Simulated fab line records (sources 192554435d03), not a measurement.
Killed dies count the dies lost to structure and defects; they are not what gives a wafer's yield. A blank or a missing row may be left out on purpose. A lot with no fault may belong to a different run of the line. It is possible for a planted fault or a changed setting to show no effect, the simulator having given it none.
fab line records	flow n5_finfet
record lots=4	wafers=12	last_day=19
route steps=1938 shown BEOL_M8@1348 PASSIVATION@1936
lots that met no fault: from a run of the same line without faults
start_h: hours from the record's opening day to when the first of the lot's shown wafers began	wait_h: time in hours since the lot's previous step	" repeats the value in the row above	L1.1+2: a single row standing in for several wafers	- no value, or no start given	* or withheld: withheld	< > ~ a bound
route shown NAME@n: NAME is a module with steps in the file, n the number in the route of the first one	usual: mean/standard deviation taken from wafers without a fault	same: alike in all rows	chamber/n: place in a boat	sites: the reading at each site	_std_site: how widely they spread, as a standard deviation	_edge_site: outer sites' mean less inner sites'	radius_mm: how far each site lies from the wafer's centre	mask NAME#n: copy n	behind: the most recent tool/chamber to have shaped the wafer	hold: why the lot was held/for how many hours/how that ended	device: the n, p or np transistor that did not switch	end of line: the tests these same wafers got at the end of their route	a step with no rows: only its recipe	killed: not the wafer's yield, but the dies lost to structure and defects at the first sort	map: per-die view of a wafer (x killed, . not killed, _ where there is no die)
set.NAME: the setting the step ran with; set.NAME@STEP: the setting that earlier step ran with	model.NAME: the simulator's own value behind a step, which no gauge read
a table for each step, a row for each wafer; lots at some steps of the route
services: the hour from which a tool's chamber was out of use, counted from the record's first day as start_h (under 0 if before that day), plus the number of hours and why
## steps
# step N5_BEOL_M8_DESCUM_16
# recipe chemistry=O2	time_s=7.9	source_power_w=50	bias_power_w=20	pressure_mtorr=20	rf_frequency_hz=2.712e+07	temp_c=40	resist=CAR-ArF	o2_flow_sccm=225
# step N5_BEOL_M8_ETCH_61
# recipe chemistry=CF4	target=SiARC	target_depth_a=455	mask_material=CAR-ArF	time_s=75.8	ion_energy_ev=80	pressure_mtorr=40	source_w=545	bias_w=36	Ar_flow_sccm=100	cf4_flow_sccm=100	ends=cleared
# step N5_BEOL_M8_ETCH_62
# recipe chemistry=N2/H2	target=SOC	target_depth_a=1100	overetch_a=220	mask_material=SiARC	temp_c=40	time_s=165	ion_energy_ev=200	pressure_mtorr=30	source_w=840	bias_w=150	n2_flow_sccm=200	h2_flow_sccm=200
# step N5_BEOL_M8_STRIP_68
# recipe chemistry=N2/H2	temp_c=40	n2_flow_sccm=200	h2_flow_sccm=200	rf_frequency_hz=6e+07
# step N5_BEOL_M8_STRIP_67
# recipe chemistry=CF4	resist=SiARC	power_w=300	bias_power_w=75	pressure_mtorr=50	cf4_flow_sccm=150	rf_frequency_hz=6e+07
# step N5_BEOL_M8_HM_OPEN_17
# recipe chemistry=Cl2/BCl3	target_depth_a=200	overetch_a=60	target=TiN	mask_material=SOC	ion_energy_ev=150	pressure_mtorr=10	icp_w=1000	bias_w=126	Cl2_flow_sccm=53.25	bcl3_flow_sccm=21.75	Ar_flow_sccm=25
# step N5_BEOL_M8_STRIP_19
# recipe chemistry=O2	power_w=400	temp_c=40	pressure_mtorr=30	rf_frequency_hz=6e+07	bias_power_w=0	overash_fraction=0.2	o2_flow_sccm=225
# step N5_BEOL_M8_COAT_63
# recipe resist=SOC	temp_c=250	time_s=60	spin_rpm=1500	resist_thk_nm=60
# step N5_BEOL_M8_COAT_64
# recipe resist=SiARC	temp_c=220	time_s=60	spin_rpm=1500	resist_thk_nm=12
# usual plate_temp_C=220.00/0.16	spin_speed_rpm=1500.0/0.95
lot.wafer	tool	chamber	start_h	wait_h	plate_temp_C	spin_speed_rpm	model.SiARC_of_BEOL_M8_COAT_64.thk_nm
L264.1	litho_track-01	0	257.53	-	219.98	1500.2	12
L264.2	"	0	"	"	220.10	1501.2	12
L264.3	"	0	"	"	220.07	1500.7	12
L273.1	litho_track-01	0	321.56	-	220.37	1240.1	13.2
L273.3	"	0	"	"	220.03	1240.9	13.2
L273.5	"	0	"	"	219.89	1242.3	13.2
L275.3	litho_track-01	0	342.76	-	219.88	1238.2	13.2
L275.5	"	0	"	"	219.97	1240.0	13.2
L275.6	"	0	"	"	219.87	1240.3	13.2
L277.1	litho_track-04	0	367.52	-	219.98	1500.5	12
L277.3	"	0	"	"	220.23	1501.6	12
L277.5	"	0	"	"	220.03	1500.5	12
# step N5_BEOL_M8_COAT_71
# recipe resist=underlayer	temp_c=205	time_s=60	spin_rpm=1500	resist_thk_nm=5
# step N5_BEOL_M8_COAT_22
# recipe resist=CAR-EUV	spin_rpm=1500	resist_thk_nm=30
# step N5_BEOL_M8_EBR_24
# recipe solvent=PGMEA	ebr_width_mm=1.5
# step N5_BEOL_M8_SOFTBAKE_23
# recipe temp_c=110	time_s=60	resist=CAR-EUV
# step N5_BEOL_M8_EXPOSE_25
# recipe mask_id=V7	na=0.33	source_shape=annular	sigma_inner=0.4	sigma_outer=0.8	polarization=unpolarized	target_cd_nm=40	dose_mj=42.5
# step N5_BEOL_M8_PEB_26
# recipe peb_temp_c=100	peb_time_s=60	resist=CAR-EUV
# step N5_BEOL_M8_DEVELOP_27
# recipe develop_time_s=30	developer=TMAH	resist=CAR-EUV	rinse_liquid=surfactant_rinse	dry=air_spin	dev_temp_c=23
# step N5_BEOL_M8_DESCUM_33
# recipe chemistry=O2	time_s=7	source_power_w=50	bias_power_w=20	pressure_mtorr=20	rf_frequency_hz=2.712e+07	temp_c=40	resist=CAR-EUV	o2_flow_sccm=225
# step N5_BEOL_M8_ETCH_72
# recipe chemistry=N2/H2	target=underlayer	target_depth_a=65	mask_material=CAR-EUV	time_s=5.2	ion_energy_ev=200	pressure_mtorr=30	source_w=840	bias_w=150	n2_flow_sccm=200	h2_flow_sccm=200	ends=cleared
# step N5_BEOL_M8_ETCH_65
# recipe chemistry=CF4	target=SiARC	target_depth_a=156	mask_material=CAR-EUV	time_s=26	ion_energy_ev=80	pressure_mtorr=40	source_w=545	bias_w=36	Ar_flow_sccm=100	cf4_flow_sccm=100	ends=cleared
# usual drypump_motor_current_A=5.52/0.22	etch_rf_on_time_s=26.2/0.41	oes_product_au=0.67/0.076	rf_vpp_V=183.9/1.2	showerhead_plenum_p_Torr=2.14/0.068	throttle_valve_pct=15.58/0.25
lot.wafer	tool	chamber	start_h	wait_h	drypump_motor_current_A	etch_rf_on_time_s	oes_product_au	rf_hours_counter_h	rf_vpp_V	showerhead_plenum_p_Torr	throttle_valve_pct	model.etch.depth_nm	model.CAR-EUV_of_BEOL_M8_COAT_22.thk_nm
L264.1	rie_diel-03	2	258.34	0.0	5.59	26.3	0.62	171	182.1	1.97	15.74	11.94	11.4
L264.2	"	0	"	"	5.44	26.6	0.60	189	183.8	2.13	15.67	11.94	11.4
L264.3	"	3	"	"	5.29	26.1	0.70	72	183.6	2.16	15.82	11.95	11.2
L273.1	rie_diel-05	0	322.00	0.0	5.12	28.9	0.61	207	185.4	2.21	16.02	13.26	10.2
L273.3	"	3	"	"	5.60	28.3	0.72	82	184.9	2.17	15.53	13.2	10.2
L273.5	"	2	"	"	5.88	29.6	0.58	-	184.9	2.11	15.64	13.22	10.2
L275.3	rie_diel-03	1	343.34	0.0	5.47	28.7	0.70	97	186.2	2.15	15.28	13.2	10.2
L275.5	"	1	"	"	5.46	28.7	0.70	-	183.7	2.15	15.29	13.23	10.2
L275.6	"	2	"	"	5.59	29.0	0.60	-	180.0	1.96	15.80	13.21	10.2
L277.1	rie_diel-06	2	368.02	0.0	5.27	26.1	0.58	249	184.1	2.11	15.57	12.08	11.2
L277.3	"	1	"	"	5.89	26.0	0.63	157	183.2	2.15	15.35	12.07	11
L277.5	"	3	"	"	5.33	26.2	0.63	-	184.0	2.13	15.82	12.08	11.2
# step N5_BEOL_M8_ETCH_66
# recipe chemistry=N2/H2	target=SOC	target_depth_a=800	overetch_a=160	mask_material=SiARC	temp_c=40	time_s=120	ion_energy_ev=200	pressure_mtorr=30	source_w=840	bias_w=150	n2_flow_sccm=200	h2_flow_sccm=200
# usual drypump_motor_current_A=5.52/0.22	oes_product_au=0.61/0.065	rf_vpp_V=523.7/2.5	showerhead_plenum_p_Torr=2.53/0.085	throttle_valve_pct=17.77/0.23
lot.wafer	tool	chamber	start_h	wait_h	drypump_motor_current_A	oes_product_au	rf_hours_counter_h	rf_vpp_V	showerhead_plenum_p_Torr	throttle_valve_pct	model.SiARC_of_BEOL_M8_COAT_64.thk_nm
L264.1	rie_diel-03	2	258.37	0.0	5.62	0.55	171	517.4	2.33	17.85	6.4
L264.2	"	0	"	"	5.47	0.55	190	524.4	2.53	17.79	6.6
L264.3	"	3	"	"	5.35	0.64	72	525.6	2.57	18.00	6.4
L273.1	rie_diel-05	0	322.03	0.0	5.12	0.55	207	526.6	2.62	18.14	7.8
L273.3	"	3	"	"	5.60	0.64	82	524.3	2.57	17.69	7.6
L273.5	"	2	"	"	5.90	0.54	-	522.7	2.50	17.73	7.8
L275.3	rie_diel-03	1	343.36	0.0	5.45	0.62	97	524.8	2.55	17.51	7.6
L275.5	"	1	"	"	5.43	0.63	-	524.2	2.55	17.53	7.6
L275.6	"	2	"	"	5.60	0.54	-	517.9	2.31	17.92	7.8
L277.1	rie_diel-06	2	368.05	0.0	5.30	0.52	249	522.3	2.50	17.72	6.4
L277.3	"	1	"	"	5.86	0.55	157	523.8	2.54	17.59	6.4
L277.5	"	3	"	"	5.32	0.57	-	524.6	2.53	18.10	6.4
# step N5_BEOL_M8_STRIP_69
# recipe chemistry=N2/H2	temp_c=40	n2_flow_sccm=200	h2_flow_sccm=200	rf_frequency_hz=6e+07
# step N5_PASSIVATION_PROBE_49
# usual defect_limited_yield=90.9/1.3	killed_at_M0_to_M3=36/11	killed_at_M4_up=13/5.1	killed_at_contacts=14/4.9	killed_at_front_end=41/10	killed_at_other=3.4/2.6	killed_dies=107/16	killed_on_rim=14/4	killed_open=70/11	killed_short=36/7.8	sort_bin_5_function=5.4/0.84	sort_bin_6_memory=3.4/0.67	sort_n_pass=1073/16	sort_yield_pct=90.9/1.3
# same gross_dies=1180	killed_at_back_side=0	sort_bin_4_leakage[%]=0	sort_bin_8_speed[%]=0
lot.wafer	tool	chamber	start_h	wait_h	defect_limited_yield[%]	killed_at_M0_to_M3	killed_at_M4_up	killed_at_contacts	killed_at_front_end	killed_at_other	killed_dies	killed_on_rim	killed_open	killed_short	sort_bin_5_function[%]	sort_bin_6_memory[%]	sort_n_pass	sort_yield_pct[%]
L275.3	prober-01	-	416.89	0.1	92.2	36	15	13	27	1	92	8	73	18	4.2	3.3	1088	92.2
L275.5	prober-01	-	416.99	0.2	91.3	24	13	12	49	5	103	17	73	28	5.2	3.4	1077	91.3
L275.6	prober-01	-	417.04	0.3	91.4	40	17	10	29	6	102	13	61	39	5.3	2.9	1078	91.4
# killed by level:class
L275.3 MOL_CONTACT_COAG:geometric_particle:open=11 FIN_SAQP:geometric_particle:open=10 BEOL_M1:geometric_particle:open=10 BEOL_M0_SAQP:geometric_particle:open=8 BEOL_M3:geometric_particle:open=8 BEOL_M4:geometric_particle:open=7 FIN_SAQP:geometric_particle:short=4 STI_FIN_REVEAL:geometric_particle:open=3
L275.5 STI_FIN_REVEAL:geometric_particle:open=11 BEOL_M4:geometric_particle:open=11 FIN_SAQP:geometric_particle:open=9 MOL_CONTACT_COAG:geometric_particle:open=9 BEOL_M2:geometric_particle:open=9 DUMMY_GATE:geometric_particle:open=5 BEOL_M3:geometric_particle:open=5 FIN_SAQP:geometric_particle:short=4
L275.6 BEOL_M4:geometric_particle:open=12 BEOL_M2:geometric_particle:open=11 MOL_CONTACT_COAG:geometric_particle:open=7 BEOL_M0_SAQP:geometric_particle:open=7 BEOL_M0_SAQP:geometric_particle:short=6 BEOL_M1:geometric_particle:open=6 BEOL_M2:geometric_particle:short=5 STARTING-WAFER:geometric_particle:short=5
## services
tool	chamber	start_h	hours	kind
rie_diel-06	2	285.04	20.5	repair
rie_diel-03	1	290.99	9.8	repair
rie_diel-05	0	297.70	19.9	repair
rie_diel-06	0	300.01	1.3	repair
rie_diel-06	3	303.75	16.3	repair
rie_diel-06	2	311.68	4.3	repair
rie_diel-06	-	315.30	0.9	repair
rie_diel-05	1	340.08	4.4	repair
rie_diel-05	2	342.03	3.2	repair
rie_diel-06	0	358.73	-	clean
rie_diel-06	0	358.73	-	consumable_replace:focus_ring
rie_diel-06	0	358.73	-	consumable_replace:showerhead
rie_diel-06	0	358.73	18.1	scheduled_down
rie_diel-06	0	358.73	18.1	vent_cycle
## key
first_sign step=N5_BEOL_M8_COAT_64	reading=spin_speed_rpm	direction=down	sigmas=99+	usual=*	struck=*
effect step=N5_BEOL_M8_ETCH_65	reading=etch_rf_on_time_s	direction=up	sigmas=6.6	usual=*	struck=*
model_effect step=N5_BEOL_M8_COAT_64	value=SiARC_of_BEOL_M8_COAT_64.thk_nm	without=12	struck=13.2
model_effect step=N5_BEOL_M8_ETCH_65	value=etch.depth_nm	without=12.02	struck=13.22
model_effect step=N5_BEOL_M8_ETCH_66	value=SiARC_of_BEOL_M8_COAT_64.thk_nm	without=6.5	struck=7.7
met_at N5_BEOL_M8_COAT_64
struck_wafers L273.1,L273.3,L273.5,L275.3,L275.5,L275.6
onset_between 257.53 321.56
fault kind=process_parameter_drift	tool=litho_track-01	chamber=-	onset_h=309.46	steps=N5_BEOL_M8_COAT_64	channel=spin_rpm	offset=*	shape=step	end_h=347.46	acts_in=*	stated=*
